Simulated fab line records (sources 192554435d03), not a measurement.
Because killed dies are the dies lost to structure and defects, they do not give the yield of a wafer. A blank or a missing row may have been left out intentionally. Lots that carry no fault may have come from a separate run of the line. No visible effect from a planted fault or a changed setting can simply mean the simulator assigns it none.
fab line records    flow n5Finfet
record lots=9  wafers=27  lastDay=17
route steps=1938 shown BEOL_M0_SAQP@633 BEOL_M4@1111
lots with no fault: from the same line, run without faults
startH: start of the lot's first displayed wafer, in hours after the record's first day    waitH: hours from the lot's prior step to this one    " unchanged from the row above    L1.1+2: a row that stands for several wafers    - either no value or no given start    * or withheld: withheld    < > ~ a bound
route shown NAME@n: a module of which the file shows steps, and the number in the route of the first    usual: average and standard deviation across the fault-free wafers    same: alike in all rows    chamber/n: place in a boat    sites: the reading at each site    _std_site: the values' standard deviation    _edge_site: outer sites' mean less inner sites'    radiusMm: how far each site lies from the wafer's centre    mask NAME#n: copy n    behind: tool/chamber where the wafer was last shaped    hold: reason for holding the lot/hours on hold/outcome of the hold    device: whichever transistor did not switch (one of n, p or np)    end of line: tests run on the same wafers once the route is complete    where a step has no rows: the recipe by itself    killed: dies lost to structure and defects at the first sort, not the wafer's yield    map: shows each die of a wafer: x if killed, . if not, _ if none is there
set.NAME: the setting that was run; set.NAME@STEP: the one run at that earlier step    model.NAME: the simulator's own value behind a step, which no gauge read
one table for each step of the route and one row for each wafer, over a sample of lots
services: a tool's chamber out of use, with start hour (startH, from the record's first day; less than 0 if before it), hours out, and reason
## steps
# step N5_BEOL_M0_SAQP_ILD_DEP_01
# recipe material=SiOC  targetThkA=454.19  tempC=350  precursor=DEMS/O2  pressureTorr=5  rfW=500  timeS=8.7
# usual heaterPowerW=490/53  showerheadPlenumPTorr=5.690/0.009  throttleValvePct=12.3/0.89
lot.wafer  tool      chamber  startH  waitH  heaterPowerW  showerheadPlenumPTorr  throttleValvePct
L175.1     pecvd-02  2        106.25  0.0    456           5.682                  10.9
L175.4     "         1        "       "      490           5.709                  12.4
L175.6     "         2        "       "      449           5.678                  11.6
L180.1     pecvd-04  2        135.74  0.0    548           5.701                  11.8
L180.2     "         1        "       "      546           5.697                  13.8
L180.4     "         1        "       "      425           5.689                  14.1
L183.1     pecvd-04  2        151.64  0.0    549           5.687                  11.7
L183.4     "         1        "       "      512           5.689                  13.8
L183.6     "         2        "       "      547           5.698                  11.8
L185.1     pecvd-02  2        173.95  0.0    373           5.679                  11.3
L185.2     "         1        "       "      594           5.701                  12.4
L185.3     "         0        "       "      499           5.693                  12.5
L190.1     pecvd-04  0        197.67  0.0    458           5.689                  12.3
L190.3     "         2        "       "      493           5.706                  11.8
L190.4     "         0        "       "      472           5.688                  12.3
L196.1     pecvd-02  2        231.53  0.0    368           5.694                  11.7
L196.2     "         0        "       "      569           5.690                  12.3
L196.3     "         1        "       "      602           5.707                  12.6
L195.2     pecvd-04  1        234.53  0.0    520           5.691                  13.8
L195.3     "         1        "       "      508           5.682                  13.9
L195.6     "         1        "       "      515           5.694                  13.9
L197.1     pecvd-01  0        237.80  0.0    450           5.695                  11.8
L197.4     "         2        "       "      492           5.689                  10.9
L197.5     "         1        "       "      459           5.676                  12.9
L198.2     pecvd-02  2        241.21  0.0    411           5.683                  11.7
L198.4     "         2        "       "      421           5.689                  11.5
L198.5     "         0        "       "      472           5.689                  12.5
# step N5_BEOL_M0_SAQP_PECVD_96
# recipe material=a-Si  targetThkA=450  tempC=350  precursor=SiH4/He  pressureTorr=3  rfW=100  timeS=45.2
# usual heaterPowerW=626/49  showerheadPlenumPTorr=5.651/0.019  throttleValvePct=18.4/1.3
lot.wafer  tool      chamber  startH  waitH  heaterPowerW  showerheadPlenumPTorr  throttleValvePct
L175.1     pecvd-02  0        107.06  0.0    653           5.668                  18.9
L175.4     "         2        "       "      595           5.643                  17.6
L175.6     "         1        "       "      679           5.682                  19.2
L180.1     pecvd-01  1        137.64  0.0    665           5.619                  19.9
L180.2     "         0        "       "      624           5.646                  18.1
L180.4     "         2        "       "      561           5.641                  16.3
L183.1     pecvd-02  1        152.67  0.0    614           5.690                  18.7
L183.4     "         0        "       "      699           5.646                  18.9
L183.6     "         2        "       "      586           5.653                  17.3
L185.1     pecvd-01  2        174.19  0.0    632           5.622                  16.3
L185.2     "         1        "       "      606           5.638                  19.7
L185.3     "         0        "       "      560           5.663                  18.2
L190.1     pecvd-01  0        198.15  0.0    580           5.639                  18.1
L190.3     "         2        "       "      649           5.635                  16.5
L190.4     "         0        "       "      580           5.655                  18.3
L196.1     pecvd-04  1        231.73  0.0    664           5.651                  21.2
L196.2     "         0        "       "      585           5.644                  18.2
L196.3     "         2        "       "      678           5.670                  16.4
L195.2     pecvd-01  2        236.02  0.0    554           5.627                  16.5
L195.3     "         1        "       "      628           5.628                  19.5
L195.6     "         1        "       "      604           5.627                  20.0
L197.1     pecvd-02  0        239.71  0.0    639           5.664                  18.9
L197.4     "         0        "       "      650           5.668                  19.0
L197.5     "         2        "       "      585           5.648                  17.5
L198.2     pecvd-01  2        242.67  0.0    624           5.631                  16.5
L198.4     "         0        "       "      601           5.652                  18.4
L198.5     "         1        "       "      623           5.639                  19.9
# step N5_BEOL_M0_SAQP_COAT_81
# recipe resist=SOC  tempC=250  timeS=60  spinRpm=1500  resistThkNm=100
# usual spinSpeedRpm=1500.0/0.98
lot.wafer  tool           chamber  startH  waitH  spinSpeedRpm
L175.1     lithoTrack-05  0        107.37  0.1    1500.9
L175.4     "              0        "       "      1499.7
L175.6     "              0        "       "      1500.2
L180.1     lithoTrack-02  0        137.94  0.1    1499.2
L180.2     "              0        "       "      1500.0
L180.4     "              0        "       "      1499.6
L183.1     lithoTrack-05  0        152.96  0.1    1453.9
L183.4     "              0        "       "      1455.1
L183.6     "              0        "       "      1453.9
L185.1     lithoTrack-05  0        174.49  0.1    1455.7
L185.2     "              0        "       "      1454.4
L185.3     "              0        "       "      1453.1
L190.1     lithoTrack-02  0        198.45  0.1    1499.2
L190.3     "              0        "       "      1499.9
L190.4     "              0        "       "      1499.7
L196.1     lithoTrack-04  0        232.03  0.1    1499.1
L196.2     "              0        "       "      1498.8
L196.3     "              0        "       "      1503.8
L195.2     lithoTrack-04  0        236.32  0.1    1499.4
L195.3     "              0        "       "      1501.5
L195.6     "              0        "       "      1499.2
L197.1     lithoTrack-05  0        240.01  0.1    1499.8
L197.4     "              0        "       "      1499.5
L197.5     "              0        "       "      1498.5
L198.2     lithoTrack-02  0        242.97  0.1    1500.2
L198.4     "              0        "       "      1501.0
L198.5     "              0        "       "      1500.5
# step N5_BEOL_M0_SAQP_STRIP_86
# recipe chemistry=N2/H2  powerW=500  tempC=40  pressureMtorr=50  rfFrequencyHz=6e+07  overashFraction=0.3  biasPowerW=28  h2Frac=0.5  n2FlowSccm=300  h2FlowSccm=300
# usual drypumpMotorCurrentA=5.87/0.25  oesProductAu=0.77/0.077  rfVppV=121.8/1.5  showerheadPlenumPTorr=3.33/0.13  throttleValvePct=19.1/0.33
lot.wafer  tool        chamber  startH  waitH  drypumpMotorCurrentA  oesProductAu  rfHoursCounterH  rfVppV  showerheadPlenumPTorr  throttleValvePct
L175.1     rieDiel-05  2        108.26  0.1    5.82                  0.92          36               122.7   3.57                   19.1
L175.4     "           1        "       "      5.68                  0.71          219              124.3   3.32                   19.2
L175.6     "           1        "       "      5.68                  0.70          -                122.1   3.32                   19.3
L180.1     rieDiel-03  1        138.70  0.1    5.60                  0.76          159              119.7   3.24                   19.8
L180.2     "           2        "       "      5.73                  0.78          139              124.8   3.48                   19.1
L180.4     "           3        "       "      5.79                  0.68          241              122.0   3.17                   19.1
L183.1     rieDiel-03  3        154.11  0.1    5.80                  0.68          245              121.4   3.17                   19.1
L183.4     "           2        "       "      5.71                  0.76          143              123.4   3.48                   19.1
L183.6     "           2        "       "      5.72                  0.77          -                124.4   3.48                   19.1
L185.1     rieDiel-05  1        175.53  0.3    5.68                  0.68          239              124.0   3.31                   19.3
L185.2     "           0        "       "      5.83                  0.69          225              121.8   3.32                   19.3
L185.3     "           2        "       "      5.82                  0.88          53               122.6   3.56                   19.1
L190.1     rieDiel-03  1        199.17  0.1    5.59                  0.75          180              122.3   3.23                   19.8
L190.3     "           2        "       "      5.69                  0.76          160              121.9   3.47                   19.1
L190.4     "           0        "       "      6.30                  0.72          185              122.2   3.34                   19.3
L196.1     rieDiel-04  0        232.95  0.1    5.55                  0.72          202              121.6   3.19                   19.1
L196.2     "           1        "       "      6.01                  0.84          93               120.3   3.27                   18.8
L196.3     "           2        "       "      5.63                  0.90          12               124.5   3.56                   18.4
L195.2     rieDiel-04  1        237.18  0.2    6.05                  0.84          94               120.3   3.27                   18.8
L195.3     "           2        "       "      5.62                  0.91          13               123.5   3.57                   18.4
L195.6     "           3        "       "      6.25                  0.75          -                122.1   3.35                   19.1
L197.1     rieDiel-05  3        241.42  0.1    6.03                  0.75          173              120.4   3.21                   18.7
L197.4     "           0        "       "      5.81                  0.68          247              120.4   3.31                   19.3
L197.5     "           3        "       "      6.03                  0.73          -                120.2   3.21                   18.8
L198.2     rieDiel-04  0        243.67  0.1    5.56                  0.73          206              121.3   3.18                   19.1
L198.4     "           2        "       "      5.63                  0.88          15               125.4   3.56                   18.4
L198.5     "           3        "       "      6.22                  0.73          -                121.8   3.35                   19.2
# step N5_BEOL_M4_RC_MEAS_101
# usual DIBL_N=36.8/1.5  DIBL_P=37.1/2.1  IOFF_N=0.168/0.03  IOFF_P=0.22/0.034  ION_N=679/12  ION_P=466/8  SS_N=71.7/0.58  SS_P=73.5/0.67  VT_N=248.8/2.7  VT_P=-250/3.3
lot.wafer  tool       chamber  startH  waitH  DIBL_N[mV/V]  DIBL_P[mV/V]  IOFF_N[nA/um]  IOFF_P[nA/um]  ION_N[uA/um]  ION_P[uA/um]  SS_N[mV/dec]  SS_P[mV/dec]  VT_N[mV]  VT_P[mV]
L175.1     prober-02  0        156.19  0.0    38.6          39.9          0.204          0.24           683           463           73.2          74.1          247.3     -249
L175.4     "          0        "       "      34.9          35.0          0.135          0.17           662           455           71.3          73.5          250.8     -256
L175.6     "          0        "       "      38.5          39.9          0.213          0.25           679           466           71.6          74.3          244.0     -247
L180.1     prober-01  0        185.76  0.0    37.7          38.3          0.187          0.26           678           467           72.6          74.2          247.7     -246
L180.2     "          0        "       "      39.2          37.7          0.213          0.24           680           460           72.9          73.9          248.0     -247
L180.4     "          0        "       "      34.7          33.1          0.126          0.17           667           458           71.5          73.1          252.7     -252
L183.1     prober-02  0        211.98  0.0    38.5          38.9          0.202          0.22           682           455           72.4          74.0          246.2     -250
L183.4     "          0        "       "      35.3          36.3          0.153          0.19           678           466           72.1          73.2          250.0     -253
L183.6     "          0        "       "      37.8          39.0          0.204          0.24           696           467           72.0          74.1          245.2     -249
L185.1     prober-02  0        216.12  0.0    40.3          41.8          0.264          0.28           698           468           72.5          74.9          243.8     -250
L185.2     "          0        "       "      36.5          36.5          0.150          0.18           660           452           70.7          74.0          251.1     -253
L185.3     "          0        "       "      38.9          41.4          0.217          0.27           677           467           72.4          74.1          244.8     -249
L190.1     prober-02  0        248.52  0.0    36.5          37.7          0.184          0.21           686           463           71.9          73.9          245.8     -253
L190.3     "          0        "       "      35.7          37.1          0.152          0.19           682           471           71.7          72.8          249.9     -254
L190.4     "          0        "       "      38.2          39.7          0.230          0.24           697           476           73.2          74.2          242.6     -250
L196.1     prober-02  0        288.14  0.0    39.5          39.8          0.233          0.28           712           478           71.8          74.5          244.4     -247
L196.2     "          0        "       "      36.3          36.0          0.149          0.21           687           472           71.4          73.2          250.9     -249
L196.3     "          0        "       "      37.7          37.7          0.182          0.23           695           476           72.2          73.2          248.9     -250
L195.2     prober-02  0        294.62  0.2    38.9          37.8          0.177          0.19           678           460           72.3          73.9          247.2     -256
L195.3     "          0        "       "      36.8          35.5          0.135          0.17           675           459           70.8          73.3          254.0     -256
L195.6     "          0        "       "      38.6          36.7          0.174          0.18           683           462           72.4          73.7          249.3     -257
L197.1     prober-02  0        296.59  0.0    33.4          33.0          0.126          0.19           679           469           71.3          72.9          252.8     -251
L197.4     "          0        "       "      34.7          34.8          0.147          0.22           681           472           71.5          73.4          252.4     -247
L197.5     "          0        "       "      36.5          36.2          0.164          0.26           678           474           72.4          73.0          248.7     -246
L198.2     prober-01  0        314.67  0.2    37.7          38.6          0.167          0.25           676           467           71.3          73.1          249.5     -246
L198.4     "          0        "       "      38.0          37.2          0.171          0.22           680           469           71.0          72.6          249.2     -248
L198.5     "          0        "       "      35.4          34.7          0.135          0.18           667           455           71.3          72.9          252.4     -251
## services
tool        chamber  startH  hours  kind
pecvd-04    2        86.69   2.1    scheduledDown
pecvd-04    1        88.82   2.1    scheduledDown
rieDiel-05  -        97.29   2.8    pm
pecvd-04    -        130.72  0.6    repair
pecvd-04    0        134.53  2.1    scheduledDown
pecvd-02    -        136.68  2.8    pm
rieDiel-05  2        156.09  5.9    repair
rieDiel-03  -        158.81  0.4    repair
rieDiel-04  2        166.33  -      clean
rieDiel-04  2        166.33  -      consumableReplace:esc
rieDiel-04  2        166.33  -      consumableReplace:focusRing
rieDiel-04  2        166.33  -      consumableReplace:showerhead
rieDiel-04  2        166.33  17.8   scheduledDown
rieDiel-04  2        166.33  17.8   ventCycle
rieDiel-03  3        173.66  -      clean
rieDiel-03  3        173.66  -      consumableReplace:focusRing
rieDiel-03  3        173.66  -      consumableReplace:showerhead
pecvd-04    2        202.38  -      clean
pecvd-04    2        202.38  -      consumableReplace:showerhead
pecvd-04    2        202.38  29.0   scheduledDown
pecvd-04    2        202.38  29.0   ventCycle
pecvd-01    2        225.97  5.5    scheduledDown
pecvd-04    2        233.64  5.5    scheduledDown
rieDiel-04  -        234.11  1.7    repair
## key
firstSign step=N5_BEOL_M0_SAQP_COAT_81  reading=spinSpeedRpm  direction=down  sigmas=47  usual=*  struck=*
effect none on later readings
metAt N5_BEOL_M0_SAQP_COAT_81
struckLots L183,L185
notActingAt N5_BEOL_M0_SAQP_ILD_DEP_01,N5_BEOL_M0_SAQP_PECVD_96,N5_BEOL_M0_SAQP_STRIP_86
onsetBetween 107.37 152.96
fault kind=processParameterDrift  tool=lithoTrack-05  chamber=-  onsetH=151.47  steps=N5_BEOL_M0_SAQP_COAT_81  channel=spinRpm  offset=*  shape=step  endH=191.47  actsIn=*  stated=*
